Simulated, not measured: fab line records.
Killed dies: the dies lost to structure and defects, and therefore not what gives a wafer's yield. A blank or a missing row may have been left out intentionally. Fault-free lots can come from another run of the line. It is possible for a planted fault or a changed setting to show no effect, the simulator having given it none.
The tool behind it: which one? -- flow n5_finfet -- 9 lots, 27 wafers sampled, at 2 steps of a route of 1938

## WHAT THE GAUGES READ, wafer by wafer
N5_BEOL_M4_RC_MEAS_101. Usual: DIBL_N 36.3 mV/V, standard deviation 1.8; DIBL_P 36.5 mV/V, standard deviation 2.1; IOFF_N 0.16 nA/um, standard deviation 0.031; IOFF_P 0.22 nA/um, standard deviation 0.038; ION_N 677 uA/um, standard deviation 12; ION_P 466 uA/um, standard deviation 7.8; SS_N 71.5 mV/dec, standard deviation 0.61; SS_P 73.2 mV/dec, standard deviation 0.7; VT_N 249 mV, standard deviation 3; VT_P -248.9 mV, standard deviation 3.
lot,measured,on,DIBL_N (mV/V),DIBL_P (mV/V),IOFF_N (nA/um),IOFF_P (nA/um),ION_N (uA/um),ION_P (uA/um),SS_N (mV/dec),SS_P (mV/dec),VT_N (mV),VT_P (mV),flag
L335,day 8 19:02,prober-02,34.6 36.4 34.8,35.1 37.0 34.2,0.14 0.17 0.13,0.22 0.24 0.21,676 682 662,472 474 464,71.2 70.5 71.4,73.5 73.3 72.3,251 246 252,-245.7 -246.0 -249.5,
L339,day 9 15:04,prober-02,38.6 36.0 37.0,37.6 36.0 36.9,0.19 0.16 0.17,0.25 0.23 0.23,681 691 694,468 473 472,71.4 71.2 70.9,74.4 73.8 73.6,248 247 248,-248.4 -246.6 -249.9,
L342,day 10 01:01,prober-02,35.5 34.6 39.3,37.0 35.8 42.0,0.17 0.15 0.28,0.27 0.24 0.38,689 687 708,478 480 488,71.1 71.0 72.2,73.5 72.2 73.6,246 249 238,-243.1 -246.4 -240.6,
L343,day 10 10:07,prober-02,36.3 34.8 38.2,36.3 34.0 39.1,0.14 0.12 0.18,0.18 0.15 0.22,665 664 693,455 455 465,71.3 71.0 70.9,73.1 72.9 74.1,252 256 249,-255.5 -258.4 -252.0,
L348,day 11 23:54,prober-01,37.1 38.7 38.9,35.6 37.7 38.3,0.15 0.19 0.18,0.21 0.25 0.27,672 687 679,465 471 467,72.3 72.5 72.9,73.7 73.8 73.5,253 250 250,-248.6 -247.8 -247.4,
L353,day 12 17:35,prober-02,34.9 37.3 34.2,35.1 38.4 34.0,0.15 0.20 0.14,0.21 0.25 0.18,681 686 664,469 470 462,71.1 71.6 71.3,72.8 73.8 72.1,247 247 251,-249.8 -248.2 -254.4,
L352,day 12 17:38,prober-01,35.2 35.4 36.0,34.0 34.4 35.0,0.14 0.14 0.16,0.20 0.20 0.22,668 670 685,466 470 478,71.4 70.9 71.8,72.5 72.0 72.4,251 250 248,-248.6 -248.9 -248.1,
L355,day 13 12:35,prober-02,33.1 34.5 35.5,33.0 34.4 35.7,0.12 0.14 0.16,0.19 0.21 0.23,661 685 669,466 470 469,70.7 70.8 70.9,71.9 73.4 72.7,255 251 248,-247.7 -247.6 -248.0,
L356,day 13 19:41,prober-02,32.2 32.5 33.8,32.2 32.5 33.8,0.10 0.11 0.12,0.15 0.15 0.17,641 671 650,449 462 453,70.8 70.4 70.7,72.1 72.4 72.5,256 255 253,-254.0 -252.8 -252.0,

N5_BEOL_M9_INSPECT_13: inspects for defects (brightfield). Usual: raw_defect_count reads 384 (standard deviation 96).
lot,measured,on,raw_defect_count,flag
L335,day 10 09:14,defect_inspect-02,377 353 327,
L339,day 11 10:19,defect_inspect-01,431 410 412,
L342,day 11 17:15,defect_inspect-01,684 366 531,
L343,day 12 05:02,defect_inspect-02,278 353 349,
L348,day 13 18:50,defect_inspect-02,496 547 590,
L353,day 14 13:49,defect_inspect-02,326 377 312,
L352,day 14 14:23,defect_inspect-01,416 342 431,
L355,day 15 07:38,defect_inspect-01,208 427 369,
L356,day 15 19:19,defect_inspect-02,388 301 333,

## TOOL THAT RAN EACH LOT (tool first, then ch and the chambers of the sampled wafers, then the start)
The record shows no process step preceding these readings.

## WHAT THE TOOLS THEMSELVES READ (means of the sampled wafers that have a number; where no wafer has one, the mark that the record gives instead)
The record holds no such reading with a usual standard deviation.

## THE ANSWER, worked out from the rows above alone
Rule: a lot is off if the mean of its wafers that have a number lies more than 3 standard deviations from the usual mean. Also off: a lot with no number at a reading for which 4 or more lots have one. The other lots that the step has rows for count as sound. The gauges are gone through in route order, then the tools' own readings, and for those a lot's mean is taken as printed above. At the first step where some lot is off, the reading lying furthest off is the one used; lots without a number count as furthest.
No lot is off at any reading shown: from this, nothing can be told.

## WHAT THE SIMULATOR HAD PUT IN
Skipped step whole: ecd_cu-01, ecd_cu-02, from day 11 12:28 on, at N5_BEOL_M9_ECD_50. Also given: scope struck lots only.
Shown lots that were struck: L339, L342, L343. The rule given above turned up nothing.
